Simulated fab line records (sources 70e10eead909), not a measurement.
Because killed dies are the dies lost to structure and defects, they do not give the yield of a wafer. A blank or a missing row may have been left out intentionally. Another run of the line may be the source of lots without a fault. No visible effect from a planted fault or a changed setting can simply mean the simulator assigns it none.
Struck lot and sound lot, side by side ; flow nandHarc ; 41 out of 1159 route steps
Sound: the wafers L797.1, L797.3, L797.4. Struck: wafer L807.2 (L807.1, L807.3, from the same lot, were not struck and are left out); the cause is given at the end.
Per side, at each step with rows, come the tool, then ch with its chambers, and then its first start. Under that, the readings that differ: sound wafers ; struck wafers ; difference of the means ; sigmas: that difference in standard deviations of wafers without a fault.
alike: words and numbers the same on both sides, and readings whose means are apart by under 2 such deviations; not compared: readings that were withheld, readings missing a value for some wafer, numbers with overlapping values and no deviation given by the record, and bounds like >300 which may hide the same value.
The two part at a step that has a row with sigmas, a row that says differs or no value, or rows on one side only. Numbers that don't overlap but have no deviation are shown without sigmas and don't part them. Lack of a reading on every wafer of one side parts them only where that side has two or more wafers.

first, 1 step without rows for these wafers: NHARC_A_M1_DEVELOP_08 (develop time 35 s).
NHARC_A_M1_CD_MEAS_09: target cd 120 nm.
  sound on cdSem-03 ch 0, day 18 04:07; struck on cdSem-02 ch 0, day 21 14:20
  alike: cdNm
NHARC_A_M1_OVL_MEAS_10: pitch 240 nm.
  sound on overlay-02, day 18 04:12; struck on overlay-02, day 21 14:25
reading;sound;struck;difference;sigmas
overlayYNm (nm);-1.3 -0.9 -0.6;0.8;+1.7;+3
  alike: overlayXNm
NHARC_A_M1_INSPECT_11:
  sound on defectInspect-02, day 18 04:14; struck on defectInspect-02, day 21 14:27
  alike: rawDefectCount
NHARC_A_M1_DESCUM_14: chemistry O2, time 3 s.
  sound on rieDiel-12 ch 0,2,3, day 18 04:18; struck on rieDiel-12 ch 0, day 21 14:31
reading;sound;struck;difference;sigmas
rfHoursCounterH (h);2 2 2;7;+5;
  alike: drypumpMotorCurrentA, oesProductAu, rfVppV, showerheadPlenumPTorr, throttleValvePct
then, 2 steps without rows for these wafers: NHARC_A_M1_ETCH_35 (etches the open film in N2/H2, target depth 40 nm, overetch 12 nm, time 43.94 s); NHARC_A_M1_ETCH_15 (etches the open film in C4F8/Ar, target depth 182.5 nm, time 91.2 s).
NHARC_A_M1_CD_MEAS_16:
  sound on cdSem-01, day 18 04:36; struck on cdSem-01, day 21 14:56
  alike: cdNm
then, 3 steps without rows for these wafers: NHARC_A_M1_STRIP_18 (strips in N2/H2); NHARC_A_M1_ETCH_28 (etches the open film in CF4/N2, target depth 30 nm, time 72.99 s); NHARC_A_M1_STRIP_19 (strips in post etch residue remover, time 600 s).
NHARC_A_M1_DEGAS_29: time 60 s.
  sound on pvdSputter-02, day 18 05:45; struck on pvdSputter-02, day 21 15:43
  alike: heaterPowerW
NHARC_A_M1_PRE_CLEAN_30: time 30 s.
  sound on pvdSputter-02, day 18 05:47; struck on pvdSputter-02, day 21 15:46
  alike: heaterPowerW
then, 5 steps without rows for these wafers: NHARC_A_M1_PVD_20 (deposits TaN, target thk 5 nm, time 8.06 s); NHARC_A_M1_PVD_21 (deposits Cu, target thk 30 nm, time 20.49 s); NHARC_A_M1_ECD_22 (material Cu, target thk 400 nm); NHARC_A_M1_ANNEAL_31 (time 90 s); NHARC_A_M1_CMP_23 (polishes, t overpolish 20 s, target thk 154.34 nm).
NHARC_A_M1_THK_MEAS_24: measures by xrf.
  sound on filmMetro-02, day 18 07:11; struck on filmMetro-02, day 21 17:06
  alike: thkNm
following that, these wafers have no rows for 1 step: NHARC_A_M1_SRD_25.
NHARC_A_M1_PRE_CLEAN_32: time 12 s.
  sound on pecvd-04 ch 0,1,2, day 18 07:25; struck on pecvd-04 ch 1, day 21 17:20
  alike: heaterPowerOuterW, heaterPowerW
then, 2 steps without rows for these wafers: NHARC_A_M1_DEP_33 (deposits SiCN, target thk 30 nm); NHARC_A_BONDPAD_DEP_00 (deposits SiCN, target thk 250 nm).
NHARC_A_BONDPAD_CMP_29: polishes SiCN, target thk 200 nm.
  sound on cmp-01 ch 1,2,3, day 18 08:27; struck on cmp-02 ch 0, day 21 18:22
  alike: motorCurrentA
NHARC_A_BONDPAD_THK_MEAS_30: measures by ellipsometry.
  sound on filmMetro-02, day 18 08:43; struck on filmMetro-02, day 21 18:37
  alike: thkNm
then, 10 steps without rows for these wafers: NHARC_A_BONDPAD_SRD_31; NHARC_A_BONDPAD_DEHYDRATE_01 (time 120 s); NHARC_A_BONDPAD_HMDS_02 (time 30 s); NHARC_A_BONDPAD_COAT_33 (time 65 s); NHARC_A_BONDPAD_COAT_03 (resist thk 600 nm); NHARC_A_BONDPAD_SOFTBAKE_04 (time 70 s); NHARC_A_BONDPAD_EBR_05; NHARC_A_BONDPAD_EXPOSE_06 (exposes mask A BPAD); NHARC_A_BONDPAD_PEB_07 (peb time 80 s); NHARC_A_BONDPAD_DEVELOP_08 (time 50 s).
NHARC_A_BONDPAD_CD_MEAS_09: target cd 500 nm.
  sound on cdSem-03 ch 0, day 18 09:09; struck on cdSem-02 ch 0, day 21 19:11
  alike: cdNm
NHARC_A_BONDPAD_OVL_MEAS_35:
  sound on overlay-02, day 18 09:14; struck on overlay-02, day 21 19:17
  alike: overlayXNm, overlayYNm
then, 1 step without rows for these wafers: NHARC_A_BONDPAD_HARDBAKE_10 (time 65 s).
NHARC_A_BONDPAD_DESCUM_11: chemistry O2, time 3 s.
  sound on rieDiel-06 ch 0,1,3, day 18 09:22; struck on rieDiel-06 ch 0, day 21 19:24
reading;sound;struck;difference;sigmas
rfHoursCounterH (h);6 6 6;2;-4;
rfVppV (V);57.6 57.4 59.5;56.4;-1.8;-2
  alike: drypumpMotorCurrentA, oesProductAu, showerheadPlenumPTorr, throttleValvePct
then, 1 step without rows for these wafers: NHARC_A_BONDPAD_ETCH_34 (etches the open film in N2/H2, target depth 60 nm, overetch 18 nm, time 65.91 s).
NHARC_END_SORT_01:
  the record has rows for the struck wafers here (prober-01 ch 0, day 23 04:14) and none for the sound ones

## WHERE THEY PART
At NHARC_A_M1_OVL_MEAS_10 first; at NHARC_END_SORT_01 last (within this record only).

WHY: what the simulator had put in
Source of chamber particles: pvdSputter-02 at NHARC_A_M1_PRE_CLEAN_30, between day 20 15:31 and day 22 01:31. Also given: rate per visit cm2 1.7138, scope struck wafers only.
